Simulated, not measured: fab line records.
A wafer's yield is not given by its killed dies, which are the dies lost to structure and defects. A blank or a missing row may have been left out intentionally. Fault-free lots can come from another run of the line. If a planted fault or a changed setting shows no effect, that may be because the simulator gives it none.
fab line records | flow n5Finfet
record lots=7 wafers=39
route steps=1938 shown FIN_SAQP@102 DUMMY_GATE@228 SD_EPI_N@281 HKMG_FIN@413 MOL_CONTACT_COAG@523 BEOL_M4@1111
startH: hours from the record's first day to the start of the lot's first wafer shown | waitH: hours from the lot's prior step to this one | " unchanged from the row above | L1.1+2: one row covering several wafers at once | - no value present, or no start provided | * or withheld: withheld | < > ~ a bound
route shown NAME@n: names a module that has steps shown in the file, with the first one's number in the route | usual: mean/standard deviation of fault-free wafers | same: alike in all rows | chamber/n: place in a boat | sites: the reading at each site | _std_site: how widely they spread, as a standard deviation | _edge_site: inner sites' mean taken away from outer sites' mean | radiusMm: for every site, how far away it sits from the centre of the wafer | mask NAME#n: copy n | behind: the tool/chamber that last shaped the wafer | hold: why the lot was held/for how many hours/how that ended | device: names the non-switching transistor (n, p or np) | end of line: the route-end tests of the same wafers | where a step has no rows: the recipe by itself | killed: at the first sort, the dies lost to defects and structure; wafer yield is something else | map: shows each die of a wafer: x if killed, . if not, _ if none is there
set.NAME: the setting as run; set.NAME@STEP: as run at that earlier step | model.NAME: the simulator's own value behind a step, which no gauge read
lots where settings were altered on purpose, with a table for each step and a row for each wafer
## steps
# step N5_FIN_SAQP_HM_DEP_72
# recipe material=SiO2 targetThkA=120 tempC=400 precursor=SiH4/N2O pressureTorr=0.75 rfW=275 timeS=7.2
# step N5_DUMMY_GATE_EXPOSE_12
# recipe maskId=GATE na=0.33 sourceShape=annular sigmaInner=0.2 sigmaOuter=0.6 polarization=unpolarized targetCdNm=25 doseMj=34
# step N5_DUMMY_GATE_ETCH_31
# recipe chemistry=C4F6/O2 target=SiO2 maskMaterial=SOC targetDepthA=825 timeS=27.5 ionEnergyEv=250 pressureMtorr=30 sourceW=345 biasW=185 Ar_flow_sccm=300 C4F6_flow_sccm=10 O2_flow_sccm=10
# step N5_SD_EPI_N_SD_RECESS_17
# recipe chemistry=HBr/Cl2/O2 targetDepthA=410 maskMaterial=SOC timeS=23.7 btTimeS=3 pressureMtorr=10 icpW=800 biasW=112 HBr_flow_sccm=150 Cl2_flow_sccm=80 O2_flow_sccm=12
# step N5_HKMG_FIN_CVD_62
# recipe material=a-Si targetThkA=30 tempC=500 precursor=Si2H6 pressureTorr=1 timeS=20.8
# step N5_HKMG_FIN_ETCH_31
# recipe chemistry=CF4 target=SiARC targetDepthA=455 maskMaterial=CAR-ArF timeS=75.8 ionEnergyEv=80 pressureMtorr=40 sourceW=545 biasW=36 Ar_flow_sccm=100 cf4FlowSccm=100 ends=cleared
# step N5_MOL_CONTACT_COAG_EXPOSE_05
# recipe maskId=CA na=0.33 sourceShape=annular sigmaInner=0.4 sigmaOuter=0.8 polarization=unpolarized defocusNm=0 doseMj=38.25
# step N5_MOL_CONTACT_COAG_ETCHBACK_135
# recipe chemistry=CHF3 target=SiO2 targetDepthA=250 timeS=16.7 ionEnergyEv=200 pressureMtorr=30 sourceW=610 biasW=170 Ar_flow_sccm=200 CHF3_flow_sccm=50
# step N5_BEOL_M4_RC_MEAS_101
# usual CJ_N=4.36/0.088 RC_DENSE_N=18.9/0.36 RC_DENSE_P=23.7/0.46 RC_N=15.43/0.27 RC_P=19.3/0.37
# columns lot.wafer tool chamber startH waitH set.timeS@FIN_SAQP_HM_DEP_72 set.doseMj@DUMMY_GATE_EXPOSE_12 set.targetDepthA@DUMMY_GATE_ETCH_31 set.timeS@SD_EPI_N_SD_RECESS_17 set.targetThkA@HKMG_FIN_CVD_62 set.biasW@HKMG_FIN_ETCH_31 set.doseMj@MOL_CONTACT_COAG_EXPOSE_05 set.targetDepthA@MOL_CONTACT_COAG_ETCHBACK_135 CJ_N RC_DENSE_N[ohm.um] RC_DENSE_P[ohm.um] RC_N[ohm.um] RC_P[ohm.um]
L074.1 prober-02 0 165.30 0.0 7.2 34 892.5 23.7 25.75 38.83 36.31 273.7 4.21 20.7 26.1 16.75 21.0
L074.2 " 0 " " 7.2 31.91 825 23.7 30 38.83 38.25 273.7 4.23 19.1 24.2 15.72 19.9
L074.3 " 0 " " 7.2 34 825 24.94 25.75 38.83 38.25 250 4.64 19.2 24.1 15.69 19.5
L074.4 " 0 " " 7.2 31.91 892.5 24.94 25.75 36 38.25 250 4.57 19.1 24.5 15.58 19.8
L074.5 " 0 " " 7.2 34 892.5 23.7 30 36 36.31 250 4.28 20.6 25.9 16.82 21.2
L074.6 " 0 " " 7.2 31.91 825 24.94 30 36 36.31 273.7 4.42 21.3 26.6 17.16 21.6
L080.1 prober-02 0 196.43 0.0 8.253 34 825 24.67 30 36 38.25 240.6 4.53 18.7 23.6 15.22 19.0
L080.2 " 0 " " 8.253 34 825 23.7 31.56 42.68 38.25 250 4.17 19.0 23.8 15.47 19.4
L080.3 " 0 " " 7.2 34 825 24.67 30 42.68 38.25 250 4.44 18.6 23.4 15.18 18.8
L080.4 " 0 " " 7.2 34 825 23.7 30 36 38.25 250 4.16 18.2 22.8 15.02 18.8
L080.5 " 0 " " 8.253 34 825 23.7 31.56 42.68 38.25 240.6 4.39 18.5 23.2 15.23 18.9
L080.6 " 0 " " 7.2 34 825 24.67 31.56 36 38.25 240.6 4.39 18.4 23.0 14.92 18.7
L083.1 prober-01 0 222.61 0.0 7.2 34 825 23.7 32.99 36 35.45 265.2 4.41 21.7 26.7 17.50 21.6
L083.2 " 0 " " 7.2 35.57 865.6 23.7 32.99 39.83 38.25 250 4.40 19.6 24.2 15.92 19.9
L083.3 " 0 " " 7.2 34 865.6 23.7 30 36 38.25 250 4.37 19.7 23.9 15.70 19.4
L083.4 " 0 " " 8.099 35.57 825 23.7 30 36 35.45 250 4.48 22.8 28.1 18.43 22.7
L083.5 " 0 " " 8.099 34 865.6 23.7 32.99 39.83 35.45 265.2 4.38 22.2 27.4 17.94 22.4
L083.6 " 0 " " 8.099 35.57 825 23.7 30 39.83 38.25 265.2 4.40 19.3 23.7 15.62 19.1
L086.1 prober-02 0 233.55 0.0 6.304 34.82 876 23.7 30 36 38.25 250 4.50 19.3 24.1 15.66 19.7
L086.2 " 0 " " 7.2 34.82 825 23.7 30 32.14 39.41 250 4.39 18.3 23.0 14.91 18.7
L086.3 " 0 " " 7.2 34 876 23.7 30 32.14 38.25 250 4.40 19.5 24.1 15.73 19.7
L086.4 " 0 " " 6.304 34.82 825 23.7 30 36 38.25 250 4.42 18.9 23.5 15.35 19.2
L086.5 " 0 " " 7.2 34 825 23.7 30 36 39.41 250 4.43 18.3 22.9 14.92 18.5
L086.6 " 0 " " 6.304 34 876 23.7 30 32.14 39.41 250 4.42 18.2 22.8 14.89 18.6
L089.1 prober-01 0 257.33 0.0 7.2 34 825 23.7 30 36 38.25 250 4.56 18.6 23.2 15.21 18.7
L089.5 " 0 " " 7.2 34 825 23.7 30 36 38.25 250 4.51 18.2 22.7 14.97 18.8
L089.6 " 0 " " 7.2 34 825 23.7 30 36 38.25 250 4.30 18.9 23.4 15.44 19.2
L093.1 prober-02 0 280.85 0.0 7.2 35.13 825 23.7 30 36 38.25 250 4.36 19.9 25.0 16.21 20.4
L093.2 " 0 " " 7.2 35.13 825 23.7 27.65 36 35.22 226.9 4.36 22.3 28.1 18.13 22.7
L093.3 " 0 " " 7.2 34 825 23.7 30 40.59 35.22 250 4.42 22.4 28.0 18.17 22.8
L093.4 " 0 " " 7.2 34 741.1 23.7 27.65 40.59 38.25 250 4.38 19.3 23.9 15.67 19.5
L093.5 " 0 " " 7.2 34 741.1 23.7 30 36 38.25 226.9 4.40 18.8 23.8 15.35 19.3
L093.6 " 0 " " 7.2 35.13 741.1 23.7 27.65 40.59 35.22 226.9 4.41 22.3 28.2 18.17 22.8
L095.1 prober-02 0 288.83 0.0 7.2 36.34 825 23.7 30 36 38.25 250 4.44 19.2 23.8 15.54 19.5
L095.2 " 0 " " 7.2 36.34 825 23.7 30 36 35.87 273 4.26 21.6 26.8 17.44 21.7
L095.3 " 0 " " 8.309 34 825 23.7 30 36 38.25 273 4.29 19.1 23.8 15.47 19.4
L095.4 " 0 " " 7.2 34 825 23.7 30 32.34 35.87 273 4.37 21.8 27.3 17.68 22.2
L095.5 " 0 " " 8.309 36.34 825 23.7 30 32.34 38.25 250 4.38 19.4 24.2 15.82 19.8
L095.6 " 0 " " 8.309 34 825 23.7 30 32.34 35.87 250 4.31 22.3 27.7 18.07 22.4
## key
split step=N5_FIN_SAQP_HM_DEP_72 setting=timeS statedAs=7.2
response none clear
split step=N5_DUMMY_GATE_EXPOSE_12 setting=doseMj statedAs=34
response none clear
split step=N5_DUMMY_GATE_ETCH_31 setting=targetDepthA statedAs=825
response none clear
split step=N5_SD_EPI_N_SD_RECESS_17 setting=timeS statedAs=23.7
response step=N5_BEOL_M4_RC_MEAS_101 reading=CJ_N slope=+0.0537 per=1% togetherWith=all explained=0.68
split step=N5_HKMG_FIN_CVD_62 setting=targetThkA statedAs=30
response none clear
split step=N5_HKMG_FIN_ETCH_31 setting=biasW statedAs=36
response none clear
split step=N5_MOL_CONTACT_COAG_EXPOSE_05 setting=doseMj statedAs=38.25
response step=N5_BEOL_M4_RC_MEAS_101 reading=RC_DENSE_P slope=-0.472 per=1% togetherWith=all explained=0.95
response step=N5_BEOL_M4_RC_MEAS_101 reading=RC_DENSE_N slope=-0.382 per=1% togetherWith=all explained=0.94
response step=N5_BEOL_M4_RC_MEAS_101 reading=RC_N slope=-0.3 per=1% togetherWith=all explained=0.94
response step=N5_BEOL_M4_RC_MEAS_101 reading=RC_P slope=-0.362 per=1% togetherWith=all explained=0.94
split step=N5_MOL_CONTACT_COAG_ETCHBACK_135 setting=targetDepthA statedAs=250
response none clear
